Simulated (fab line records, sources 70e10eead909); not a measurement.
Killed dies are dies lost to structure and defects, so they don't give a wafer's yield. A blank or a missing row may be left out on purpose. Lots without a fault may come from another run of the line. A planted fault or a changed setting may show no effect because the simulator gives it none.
Tool commonality check | flow nand_harc | 14 lots, 42 wafers sampled

WHY IT WAS OPENED
At NHARC_A_ONON_D2_THK_MEAS_11 the reading thk_nm is flagged on 2 of 14 lots. Wafers without a fault read 999 nm, standard deviation 9.1.
Rule: a lot is flagged when every wafer of it that has a number lies more than 4 standard deviations from that mean, or none has a number. The other lots count as sound.

lot  | measured     | on            | thk_nm (nm), wafer by wafer | flag
L220 | day 12 04:32 | film_metro-02 | 1005 1002 1003              |
L221 | day 13 01:52 | film_metro-01 | 1002 1003 1004              |
L222 | day 13 10:56 | film_metro-02 | 990 990 990                 |
L223 | day 13 17:43 | film_metro-01 | 992 992 991                 |
L225 | day 14 16:39 | film_metro-02 | 1003 1004 1006              |
L226 | day 15 01:40 | film_metro-02 | 1004 1004 1005              |
L227 | day 15 04:16 | film_metro-02 | 984 985 982                 |
L228 | day 16 02:08 | film_metro-01 | 988 987 990                 |
L229 | day 16 05:17 | film_metro-02 | 1006 1005 1005              |
L231 | day 17 01:55 | film_metro-01 | 1007 1007 1006              |
L232 | day 17 07:49 | film_metro-02 | 998 996 999                 |
L236 | day 19 10:58 | film_metro-01 | 996 996 997                 |
L240 | day 20 21:36 | film_metro-01 | 1576 1577 1574              | FLAGGED
L242 | day 22 00:35 | film_metro-01 | 1555 1554 1553              | FLAGGED
The numbers of the flagged lots are 1565 nm on average: +566 nm against the usual, or +62 standard deviations.

WHICH TOOL RAN EACH LOT
The record holds 2 process steps before the reading, out of a route of 1302 steps. In each cell: the tool, then ch and the chambers that the sampled wafers went through, then the start.
lot  | flag    | NHARC_A_CHANNEL_HOLE_D1_ETCH_25  | NHARC_A_ONON_D2_DEP_09
L220 |         | har_etch-02 ch 0,1, day 8 11:41  | pecvd_onon-04 ch 0, day 12 04:01
L221 |         | har_etch-01 ch 1, day 9 08:23    | pecvd_onon-03 ch 0, day 13 01:22
L222 |         | har_etch-02 ch 1, day 9 15:50    | pecvd_onon-01 ch 0, day 13 10:28
L223 |         | har_etch-01 ch 0,1, day 9 23:30  | pecvd_onon-04 ch 0, day 13 17:13
L225 |         | har_etch-01 ch 0,1, day 10 18:22 | pecvd_onon-03 ch 0, day 14 16:08
L226 |         | har_etch-02 ch 0,1, day 11 07:34 | pecvd_onon-03 ch 0, day 15 01:08
L227 |         | har_etch-02 ch 0,1, day 11 11:52 | pecvd_onon-04 ch 0, day 15 03:52
L228 |         | har_etch-01 ch 0,1, day 12 06:43 | pecvd_onon-03 ch 0, day 16 01:49
L229 |         | har_etch-02 ch 0,1, day 12 11:46 | pecvd_onon-03 ch 0, day 16 04:54
L231 |         | har_etch-02 ch 0,1, day 13 04:43 | pecvd_onon-01 ch 0, day 17 01:23
L232 |         | har_etch-01 ch 0,1, day 13 12:23 | pecvd_onon-01 ch 0, day 17 07:19
L236 |         | har_etch-02 ch 0,1, day 15 18:38 | pecvd_onon-04 ch 0, day 19 10:31
L240 | FLAGGED | har_etch-01 ch 0,1, day 17 06:35 | pecvd_onon-03 ch 0, day 20 21:12
L242 | FLAGGED | har_etch-01 ch 0,1, day 18 05:34 | pecvd_onon-03 ch 0, day 22 00:04
What these steps do:
- NHARC_A_CHANNEL_HOLE_D1_ETCH_25: etches the open film in C4F8/O2/Ar, time 1040.2 s, target depth 1500 nm.
- NHARC_A_ONON_D2_DEP_09: target thk 1000 nm.
- NHARC_A_ONON_D2_THK_MEAS_11: measures by ellipsometry.

FLAGGED OVER TOTAL, TOOL BY TOOL (the gauges that took the reading come last)
step                            | tool          | lots run | flagged | share of the flagged lots | sound lots run after its first flagged lot
NHARC_A_CHANNEL_HOLE_D1_ETCH_25 | har_etch-01   | 7        | 2       | all                       | 0
NHARC_A_CHANNEL_HOLE_D1_ETCH_25 | har_etch-02   | 7        | 0       | none                      | -
NHARC_A_ONON_D2_DEP_09          | pecvd_onon-01 | 3        | 0       | none                      | -
NHARC_A_ONON_D2_DEP_09          | pecvd_onon-03 | 7        | 2       | all                       | 0
NHARC_A_ONON_D2_DEP_09          | pecvd_onon-04 | 4        | 0       | none                      | -
NHARC_A_ONON_D2_THK_MEAS_11     | film_metro-01 | 7        | 2       | all                       | 0
NHARC_A_ONON_D2_THK_MEAS_11     | film_metro-02 | 7        | 0       | none                      | -

WHAT THE TABLE ALLOWS
3 rows of the table ran every flagged lot: har_etch-01 at NHARC_A_CHANNEL_HOLE_D1_ETCH_25, pecvd_onon-03 at NHARC_A_ONON_D2_DEP_09, film_metro-01 at NHARC_A_ONON_D2_THK_MEAS_11.
- har_etch-01 at NHARC_A_CHANNEL_HOLE_D1_ETCH_25: 2 of its 7 lots flagged. Its last sound lot is L232 (day 13 12:23), its first flagged lot L240 (day 17 06:35): a fault that began between those two fits.
- pecvd_onon-03 at NHARC_A_ONON_D2_DEP_09: 2 of its 7 lots flagged. Its last sound lot is L229 (day 16 04:54), its first flagged lot L240 (day 20 21:12): a fault that began between those two fits.
- film_metro-01 at NHARC_A_ONON_D2_THK_MEAS_11: 2 of its 7 lots flagged. Its last sound lot is L236 (day 19 10:58), its first flagged lot L240 (day 20 21:36): a fault that began between those two fits.
Counting lots can't tell these 3 tools apart, because each fits a fault that began at some hour. More lots, or a look at what each step does to the wafer, might.

WHAT THE SIMULATOR HAD PUT IN
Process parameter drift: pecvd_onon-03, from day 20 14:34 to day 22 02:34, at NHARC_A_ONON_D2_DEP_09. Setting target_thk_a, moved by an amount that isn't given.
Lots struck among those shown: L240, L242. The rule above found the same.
